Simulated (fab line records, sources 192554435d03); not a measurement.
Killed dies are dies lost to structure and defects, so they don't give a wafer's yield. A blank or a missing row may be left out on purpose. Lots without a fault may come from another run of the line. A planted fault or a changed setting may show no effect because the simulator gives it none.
Chamber matching | flow n5_finfet | N5_BEOL_M11_ILD_DEP_00 on pecvd-03: 3 sister chambers
The step deposits SiCOH lowk from DEMS/porogen, target thk 308.51 nm, time 58 s. 3 wafers are shown with their chamber, then 12 later ones without.

WAFERS WITH THEIR CHAMBER
wafer  | chamber | heater_power_w (W)
L089.5 | 0       | 203
L088.5 | 2       | 352
L088.6 | 1       | 265

WAFERS WITHOUT THEIR CHAMBER
wafer  | heater_power_w (W)
L092.3 | 208
L092.5 | 337
L092.6 | 268
L093.1 | 189
L093.3 | 261
L093.6 | 192
L094.1 | 360
L094.3 | 227
L094.4 | 210
L096.1 | 203
L096.5 | 265
L096.6 | 217

WHICH CHAMBER EACH WENT THROUGH
wafer  | from the rows above     | in truth
L092.3 | 0                       | 0
L092.5 | 2                       | 2
L092.6 | 1                       | 1
L093.1 | 0                       | 0
L093.3 | 1                       | 1
L093.6 | 0                       | 0
L094.1 | 2                       | 2
L094.3 | can't be placed: 0 or 1 | 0
L094.4 | 0                       | 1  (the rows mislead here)
L096.1 | 0                       | 0
L096.5 | 1                       | 1
L096.6 | 0                       | 0
Placed correctly: 10 of 12. Can't be placed from these rows: 1 (the true chamber is among the candidates in 1). Placed wrongly: 1.
How it was worked out, from the rows above alone: a wafer's distance from a chamber is the root of the sum, over the readings, of the square of ((its reading less the chamber's mean) divided by the reading's scatter). The wafer belongs to the nearest chamber; if the next one is less than 2 further off, it can't be placed. A chamber's mean is the mean of its shown wafers. The scatter: with one shown wafer a chamber, the root of the mean of the squares of how far each hidden wafer lies from its nearest shown one.
